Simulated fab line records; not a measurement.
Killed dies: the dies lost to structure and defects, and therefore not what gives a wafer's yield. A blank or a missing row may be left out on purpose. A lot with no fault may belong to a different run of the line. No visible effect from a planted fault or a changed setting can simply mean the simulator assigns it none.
fab line records -- flow n5-finfet
record: lots: 4, wafers: 12, last-day: 18
route steps=1938 shown BEOL_M0@734 BEOL_M1@751 BEOL_M4@1111 PASSIVATION@1936
lots with no fault: from the same line, run without faults
start-h: hours from the record's opening day to when the first of the lot's shown wafers began -- wait-h: how many hours have passed since the lot's step before this one -- " identical to the entry in the row above -- L1.1+2: a row that stands for several wafers -- - either no value or no given start -- * or withheld: withheld -- < > ~ a bound
route shown NAME@n: NAME is a module with steps in the file, n the number in the route of the first one -- usual: mean/standard deviation of fault-free wafers -- same: alike in all rows -- chamber/n: place in a boat -- sites: readings site by site -- _std_site: the values' standard deviation -- _edge_site: mean of outer sites minus mean of inner sites -- radius-mm: for every site, how far away it sits from the centre of the wafer -- mask NAME#n: copy n -- behind: the most recent tool/chamber to have shaped the wafer -- hold: why the lot went on hold/how many hours it stayed there/how the hold came to an end -- device: which transistor (n, p or np) failed to switch -- end of line: at the end of the route, the tests of the same wafers -- where a step has no rows: the recipe by itself -- killed: dies that structure and defects cost at the first sort, which is not the same as the wafer's yield -- map: per-die view of a wafer (x killed, . not killed, _ where there is no die)
set.NAME: the setting the step ran with; set.NAME@STEP: the setting that earlier step ran with -- model.NAME: the simulator's own value behind a step, which no gauge read
lots at selected steps of the route; one table per step, one row per wafer
services: when a tool's chamber went out of use (start-h, in hours from the record's first day, below 0 if earlier), for how many hours, and the reason
== steps ==
step: N5_BEOL_M0_SPUTTER_116
recipe: material: Cu, target-thk-a: 40, temp-c: -20, chamber-pressure-pa: 0.07, power-w: withheld, time-s: 7.37
step: N5_BEOL_M0_ANNEAL_117
recipe: temp-c: 400, time-s: 60, ambient: vacuum
step: N5_BEOL_M0_SPUTTER_132
recipe: material: Cu, target-thk-a: 40, temp-c: -20, chamber-pressure-pa: 0.07, power-w: withheld, time-s: 7.37
step: N5_BEOL_M0_ANNEAL_133
recipe: temp-c: 400, time-s: 60, ambient: vacuum
step: N5_BEOL_M0_SPUTTER_134
recipe: material: Cu, target-thk-a: 40, temp-c: -20, chamber-pressure-pa: 0.07, power-w: withheld, time-s: 7.37
step: N5_BEOL_M0_ANNEAL_135
recipe: temp-c: 400, time-s: 60, ambient: vacuum
step: N5_BEOL_M0_SPUTTER_141
recipe: material: Cu, target-thk-a: 40, temp-c: -20, chamber-pressure-pa: 0.07, power-w: withheld, time-s: 7.37
step: N5_BEOL_M0_ECD_118
recipe: material: Cu, target-thk-a: 3000
step: N5_BEOL_M0_ANNEAL_119
recipe: temp-c: 225, time-s: 90, ambient: N2
step: N5_BEOL_M0_CMP_120
recipe: stop-on: SiOC, t-overpolish-s: 6.9, down-force-psi: 1, platen-rpm: 50, clearing-platen-down-force-psi: 1.5, clearing-platen-rpm: 50, post-cmp-clean: cu-alkaline, clearing-platen-pad-velocity-m-s: 0.99484, pad-velocity-m-s: 0.99484
step: N5_BEOL_M0_PRE_CLEAN_131
recipe: gas: NH3/H2, time-s: 15, temp-c: *, rf-power-w: 300
step: N5_BEOL_M0_CO_CAP_123
recipe: material: Co, target-thk-a: 20, temp-c: 200, precursor: CCTBA/H2, pressure-torr: 30, time-s: 102.1
usual: heater-power-w: 246/27
lot.wafer,tool,chamber,start-h,wait-h,heater-power-w
L172.2,cvd-co-01,1,113.93,0.0,303
L172.4,cvd-co-01,0,113.93,0.0,252
L172.6,cvd-co-01,2,113.93,0.0,204
L192.1,cvd-co-01,0,247.10,0.0,249
L192.2,cvd-co-01,2,247.10,0.0,208
L192.6,cvd-co-01,0,247.10,0.0,254
L193.2,cvd-co-01,2,247.53,0.0,204
L193.5,cvd-co-01,0,247.53,0.0,253
L193.6,cvd-co-01,1,247.53,0.0,288
L194.2,cvd-co-01,0,255.58,0.0,250
L194.5,cvd-co-01,2,255.58,0.0,205
L194.6,cvd-co-01,1,255.58,0.0,284
step: N5_BEOL_M0_PRE_CLEAN_124
recipe: gas: NH3, time-s: 15, temp-c: withheld, rf-power-w: 300
step: N5_BEOL_M0_DEP_125
recipe: material: SiCN, target-thk-a: 80, temp-c: withheld, precursor: 3MS/NH3, pressure-torr: 3, rf-w: 202, time-s: 14
step: N5_BEOL_M0_INSPECT_127
recipe: inspect-instrument: darkfield, mode: post-dep
usual: raw-defect-count: 74/24
lot.wafer,tool,chamber,start-h,wait-h,raw-defect-count
L172.2,defect-inspect-01,-,114.14,0.0,84
L172.4,defect-inspect-01,-,114.14,0.0,73
L172.6,defect-inspect-01,-,114.14,0.0,47
L192.1,defect-inspect-02,-,247.31,0.0,78
L192.2,defect-inspect-02,-,247.31,0.0,70
L192.6,defect-inspect-02,-,247.31,0.0,46
L193.2,defect-inspect-01,-,247.74,0.0,43
L193.5,defect-inspect-01,-,247.74,0.0,87
L193.6,defect-inspect-01,-,247.74,0.0,637
L194.2,defect-inspect-02,-,255.80,0.0,86
L194.5,defect-inspect-02,-,255.80,0.0,61
L194.6,defect-inspect-02,-,255.80,0.0,593
step: N5_BEOL_M1_ILD_DEP_00
recipe: material: SiOC, target-thk-a: 790, temp-c: 350, precursor: DEMS/O2, pressure-torr: 5, rf-w: 500, time-s: 15.3
step: N5_BEOL_M1_PECVD_72
recipe: material: SiO2, target-thk-a: 160, temp-c: 400, precursor: TEOS/O2, pressure-torr: 5.5, rf-w: 450, teos-flow-sccm: 53.8, gas: O2, flow-sccm: 3000, time-s: 18
step: N5_BEOL_M1_HM_DEP_02
recipe: material: TiN, target-thk-a: 200, temp-c: 25, chamber-pressure-pa: 0.49996
step: N5_BEOL_M1_COAT_61
recipe: resist: SOC, temp-c: 250, time-s: 60, spin-rpm: 1500, resist-thk-nm: 60
step: N5_BEOL_M1_COAT_62
recipe: resist: SiARC, temp-c: 220, time-s: 60, spin-rpm: 1500, resist-thk-nm: 12
step: N5_BEOL_M1_COAT_73
recipe: resist: underlayer, temp-c: 205, time-s: 60, spin-rpm: 1500, resist-thk-nm: 5
step: N5_BEOL_M1_COAT_05
recipe: resist: CAR-EUV, spin-rpm: 1500, resist-thk-nm: 30
step: N5_BEOL_M1_EBR_07
recipe: solvent: PGMEA, ebr-width-mm: 1.5
step: N5_BEOL_M1_SOFTBAKE_06
recipe: temp-c: 110, time-s: 60, resist: CAR-EUV
step: N5_BEOL_M1_EXPOSE_08
recipe: mask-id: M1, na: 0.33, source-shape: dipole, sigma-inner: 0.369, sigma-outer: 0.767, polarization: unpolarized, dose-mj: 33
step: N5_BEOL_M1_PEB_09
recipe: peb-temp-c: 100, peb-time-s: 60, resist: CAR-EUV
step: N5_BEOL_M1_DEVELOP_10
recipe: develop-time-s: 30, developer: TMAH, resist: CAR-EUV, rinse-liquid: surfactant-rinse, dry: air-spin, dev-temp-c: 23
step: N5_BEOL_M1_INSPECT_13
recipe: mode: adi, inspect-instrument: brightfield
usual: raw-defect-count: 389/85
lot.wafer,tool,chamber,start-h,wait-h,raw-defect-count
L172.2,defect-inspect-02,-,130.66,0.0,371
L172.4,defect-inspect-02,-,130.66,0.0,385
L172.6,defect-inspect-02,-,130.66,0.0,293
L192.1,defect-inspect-01,-,248.61,0.1,367
L192.2,defect-inspect-01,-,248.61,0.1,261
L192.6,defect-inspect-01,-,248.61,0.1,295
L193.2,defect-inspect-02,-,248.90,0.0,266
L193.5,defect-inspect-02,-,248.90,0.0,312
L193.6,defect-inspect-02,-,248.90,0.0,914
L194.2,defect-inspect-02,-,257.36,0.0,482
L194.5,defect-inspect-02,-,257.36,0.0,335
L194.6,defect-inspect-02,-,257.36,0.0,864
step: N5_BEOL_M1_DESCUM_16
recipe: chemistry: O2, time-s: 7, source-power-w: 50, bias-power-w: 20, pressure-mtorr: 20, rf-frequency-hz: 2.712e+07, temp-c: 40, resist: CAR-EUV, o2-flow-sccm: 225
step: N5_BEOL_M1_ETCH_74
recipe: chemistry: N2/H2, target: underlayer, target-depth-a: 65, mask-material: CAR-EUV, time-s: 5.2, ion-energy-ev: 200, pressure-mtorr: 30, source-w: 840, bias-w: 150, n2-flow-sccm: 200, h2-flow-sccm: 200, ends: cleared
step: N5_BEOL_M1_ETCH_63
recipe: chemistry: CF4, target: SiARC, target-depth-a: 156, mask-material: CAR-EUV, time-s: 26, ion-energy-ev: 80, pressure-mtorr: 40, source-w: 545, bias-w: 36, Ar_flow_sccm: 100, cf4-flow-sccm: 100, ends: cleared
step: N5_BEOL_M1_ETCH_64
recipe: chemistry: N2/H2, target: SOC, target-depth-a: 750, overetch-a: 150, mask-material: SiARC, temp-c: 40, time-s: 112.5, ion-energy-ev: 200, pressure-mtorr: 30, source-w: 840, bias-w: 150, n2-flow-sccm: 200, h2-flow-sccm: 200
step: N5_BEOL_M1_STRIP_65
recipe: chemistry: N2/H2, temp-c: 40, n2-flow-sccm: 200, h2-flow-sccm: 200, rf-frequency-hz: 6e+07
step: N5_BEOL_M1_STRIP_75
recipe: chemistry: N2/H2, temp-c: 40, n2-flow-sccm: 200, h2-flow-sccm: 200, rf-frequency-hz: 6e+07
step: N5_BEOL_M1_STRIP_66
recipe: chemistry: CF4, resist: SiARC, power-w: 300, bias-power-w: 75, pressure-mtorr: 50, cf4-flow-sccm: 150, rf-frequency-hz: 6e+07
step: N5_BEOL_M1_HM_OPEN_17
recipe: chemistry: Cl2/BCl3, target-depth-a: 200, overetch-a: 60, target: TiN, mask-material: SOC, ion-energy-ev: 150, pressure-mtorr: 10, icp-w: 1000, bias-w: 126, Cl2_flow_sccm: 53.25, bcl3-flow-sccm: 21.75, Ar_flow_sccm: 25
step: N5_BEOL_M1_STRIP_19
recipe: chemistry: O2, power-w: 400, temp-c: 40, pressure-mtorr: 30, rf-frequency-hz: 6e+07, bias-power-w: 0, overash-fraction: 0.2, o2-flow-sccm: 225
step: N5_BEOL_M1_INSPECT_30
recipe: mode: adi, inspect-instrument: brightfield
usual: raw-defect-count: 388/90
lot.wafer,tool,chamber,start-h,wait-h,raw-defect-count
L172.2,defect-inspect-01,-,131.53,0.0,335
L172.4,defect-inspect-01,-,131.53,0.0,349
L172.6,defect-inspect-01,-,131.53,0.0,284
L192.1,defect-inspect-02,-,249.60,0.1,346
L192.2,defect-inspect-02,-,249.60,0.1,274
L192.6,defect-inspect-02,-,249.60,0.1,319
L193.2,defect-inspect-02,-,249.90,0.0,273
L193.5,defect-inspect-02,-,249.90,0.0,330
L193.6,defect-inspect-02,-,249.90,0.0,917
L194.2,defect-inspect-01,-,258.56,0.0,397
L194.5,defect-inspect-01,-,258.56,0.0,296
L194.6,defect-inspect-01,-,258.56,0.0,841
step: N5_BEOL_M4_RC_MEAS_101
usual: DIBL_N: 36.1/1.6, DIBL_P: 35.8/2, IOFF_N: 0.157/0.029, IOFF_P: 0.21/0.034, ION_N: 677/13, ION_P: 465/8.1, SS_N: 71.3/0.61, SS_P: 73.2/0.65, VT_N: 249/3.3, VT_P: -250/3.2
lot.wafer,tool,chamber,start-h,wait-h,DIBL_N[mV/V],DIBL_P[mV/V],IOFF_N[nA/um],IOFF_P[nA/um],ION_N[uA/um],ION_P[uA/um],SS_N[mV/dec],SS_P[mV/dec],VT_N[mV],VT_P[mV]
L172.2,prober-02,0,205.54,0.2,34.9,34.2,0.161,0.18,681,466,71.0,73.5,246,-250
L172.4,prober-02,0,205.54,0.2,34.1,34.2,0.137,0.18,667,461,70.6,72.7,251,-251
L172.6,prober-02,0,205.54,0.2,34.9,33.5,0.155,0.18,698,468,70.4,72.3,248,-253
L192.1,prober-02,0,315.44,0.0,36.5,36.4,0.175,0.22,683,461,71.8,73.7,249,-249
L192.2,prober-02,0,315.44,0.0,35.7,35.6,0.160,0.22,687,472,71.0,73.5,249,-249
L192.6,prober-02,0,315.44,0.0,36.7,36.6,0.182,0.23,684,464,71.5,73.3,248,-248
L193.2,prober-02,0,321.78,0.2,37.1,38.1,0.165,0.22,677,460,71.3,73.2,246,-252
L193.5,prober-02,0,321.78,0.2,36.9,37.7,0.171,0.22,682,466,71.8,73.3,247,-251
L193.6,prober-02,0,321.78,0.2,35.2,36.5,0.134,0.20,662,459,71.7,73.8,252,-251
L194.2,prober-02,0,325.20,0.2,37.3,37.2,0.184,0.22,698,470,71.4,73.0,246,-250
L194.5,prober-02,0,325.20,0.2,38.0,39.4,0.208,0.25,702,473,72.0,73.4,241,-247
L194.6,prober-02,0,325.20,0.2,35.3,35.0,0.158,0.19,687,474,70.7,73.2,249,-251
step: N5_PASSIVATION_PROBE_49
usual: defect-limited-yield: 91.0/1.4, killed_at_M0_to_M3: 33/11, killed_at_M4_up: 14/5, killed-at-contacts: 11/7.3, killed-at-front-end: 43/12, killed-at-other: 4/3.1, killed-dies: 106/17, killed-on-rim: 14/3.8, killed-open: 69/13, killed-short: 34/8.7, sort_bin_5_function: 5.2/0.96, sort_bin_6_memory: 3.3/0.66, sort-n-pass: 1074/17, sort-yield-pct: 91.0/1.4
same: gross-dies: 1180, killed-at-back-side: 0, sort_bin_4_leakage[%]: 0, sort_bin_8_speed[%]: 0
lot.wafer,tool,chamber,start-h,wait-h,defect-limited-yield[%],killed_at_M0_to_M3,killed_at_M4_up,killed-at-contacts,killed-at-front-end,killed-at-other,killed-dies,killed-on-rim,killed-open,killed-short,sort_bin_5_function[%],sort_bin_6_memory[%],sort-n-pass,sort-yield-pct[%]
L193.6,prober-02,-,430.54,0.3,83.2,146,10,4,37,1,198,29,55,29,10.5,3.9,982,83.2
L194.2,prober-02,-,438.54,0.1,92.5,30,9,4,37,8,88,11,65,22,3.5,3.5,1092,92.5
L194.5,prober-02,-,438.69,0.2,90.8,31,5,13,55,5,109,15,68,41,5.9,2.9,1071,90.8
L194.6,prober-02,-,438.74,0.3,82.3,131,11,11,47,9,209,25,58,35,11.7,4.1,971,82.3
killed by level:class
L193.6 BEOL_M0:unspecified=114 FIN_SAQP:geometric-particle:short=15 BEOL_M0_SAQP:geometric-particle:open=9 FIN_SAQP:geometric-particle:open=7 STI_FIN_REVEAL:geometric-particle:open=5 DUMMY_GATE:geometric-particle:open=5 BEOL_M2:geometric-particle:open=5 BEOL_M5:geometric-particle:open=5
L194.2 STI_FIN_REVEAL:geometric-particle:open=12 BEOL_M0_SAQP:geometric-particle:open=10 PASS1_CAP:geometric-particle:short=8 BEOL_M3:geometric-particle:open=7 FIN_SAQP:geometric-particle:short=5 DUMMY_GATE:geometric-particle:open=5 FIN_SAQP:geometric-particle:open=4 MOL_CONTACT_COAG:geometric-particle:open=4
L194.5 FIN_SAQP:geometric-particle:open=16 BEOL_M0_SAQP:geometric-particle:short=11 FIN_SAQP:geometric-particle:short=10 STI_FIN_REVEAL:geometric-particle:open=9 MOL_CONTACT_COAG:geometric-particle:open=9 ILD0:geometric-particle:short=7 BEOL_M3:geometric-particle:open=6 BEOL_M0_SAQP:geometric-particle:open=5
L194.6 BEOL_M0:unspecified=116 FIN_SAQP:geometric-particle:short=10 MOL_CONTACT_COAG:geometric-particle:open=9 GATE_CUT:geometric-particle:open=8 FIN_SAQP:geometric-particle:open=6 STI_FIN_REVEAL:geometric-particle:open=6 BEOL_M4:geometric-particle:open=5 PASS1_CAP:geometric-particle:open=5
map L193.6 (x killed, . not)
_________________xxxxx..x..x.________________
______________xxxxxxxxx........._____________
___________xxxxxxxxxxxxx...........__________
__________x.xxxxxxxxxxxxxx....x....x_________
________..xxxxxxxxxxxxxxx.x.......xx.._______
_______...x.xxxxxxxxxxxxxx..x..........______
______.....x.xxxxxxxx.xx................_____
_____........xxxxxxxxxxxxx...............____
____....x.....xxxxxxxx....................___
___..x.......xx.xxxxx....x..............x..__
___.x.......x...xxxx....x.....x............__
__......x.......x......x.........x.......xx._
__.................xx.......x..............x_
_...........x...................x............
_...........x.........x..x...............x.x.
_............x...............x...........x...
_.......x.........x...........x.....x........
_....x.......................................
_...x......x.......x..............x..........
_.....x.............................x........
_.........x...................xx............x
__........x...........x.....x..............._
__................................x......xx._
___xx...x..........x.......................__
___.................x...x...............xx.__
____.......................x..........x.x.___
_____....x............x......x...........____
______...................xxx............_____
_______.......................x........______
________............x...x.......x....._______
__________..........x..............._________
___________.............x..........__________
______________...x.............._____________
_________________x..x........________________
map L194.6 (x killed, . not)
_________________xxxx.xx.....________________
______________xxxxxxxxx.x......._____________
___________xxxxxxxxxxxxxxx.........__________
__________x.xxxxxxxxxxxxx.x...x....._________
________...xxxxxxxxxxxx.x............._______
_______..x.xxxxxxxxxxxxx..x............______
______....x.xxxxxxxxxxxx.x......x...x..._____
_____......xxxxxxxxxxxxx.x.........x.....____
____.......x.x.xxxxxxxx...x...............___
___............x.xxx.xx.x..................__
___............x...x.xx...................x__
__...........x..x.....x........x.........x.._
__............................x............._
_......x.....x..x............x...............
_.........x.....x....................x....x..
_.x............................x.............
_......x...x.................................
_.x.x.........x....x....x....................
_.x............x..x...x...........x...x......
_....................x....x..xx..............
_........x.....xx......x.............x.......
__.................................x...x...._
__...x..x......x.........................x.._
___...........x..................xx......x.__
___....x........x....................x.....__
____..x..........xx..x..............x.x...___
_____........x.......xx..................____
______..............x.x...........x....._____
_______.........x.....x........x.......______
________..x.......x...........x.....x._______
__________..........x..............._________
___________..x.....................__________
______________........x..x..x.x._____________
_________________..x.x...xx..________________
== services ==
tool,chamber,start-h,hours,kind
cvd-co-01,-,98.53,2.2,repair
cvd-co-01,1,114.67,-,clean
cvd-co-01,1,114.67,22.0,scheduled-down
cvd-co-01,1,114.67,22.0,vent-cycle
cvd-co-01,2,115.82,10.5,repair
cvd-co-01,-,133.06,2.0,repair
cvd-co-01,-,176.06,0.8,repair
== key ==
first-sign: step: N5_BEOL_M0_INSPECT_127, reading: raw-defect-count, direction: up, sigmas: 23, usual: 74, struck: 615
effect: step: N5_BEOL_M1_INSPECT_13, reading: raw-defect-count, direction: up, sigmas: 5.9, usual: 389, struck: 889
effect: step: N5_BEOL_M1_INSPECT_30, reading: raw-defect-count, direction: up, sigmas: 5.5, usual: 388, struck: 879
effect: step: N5_PASSIVATION_PROBE_49, reading: killed_at_M0_to_M3, direction: up, sigmas: 9.8, usual: 33, struck: 138
more-kills-born-at: N5_BEOL_M0_CO_CAP_123@cvd-co-01: 230
met-at N5_BEOL_M0_CO_CAP_123
struck-wafers L193.6,L194.6
onset-between 113.93 247.53
fault: kind: chamber-particle-source, tool: cvd-co-01, chamber: 1, onset-h: 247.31, steps: N5_BEOL_M0_CO_CAP_123, rate-per-visit-cm2: 0.83865, end-h: 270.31
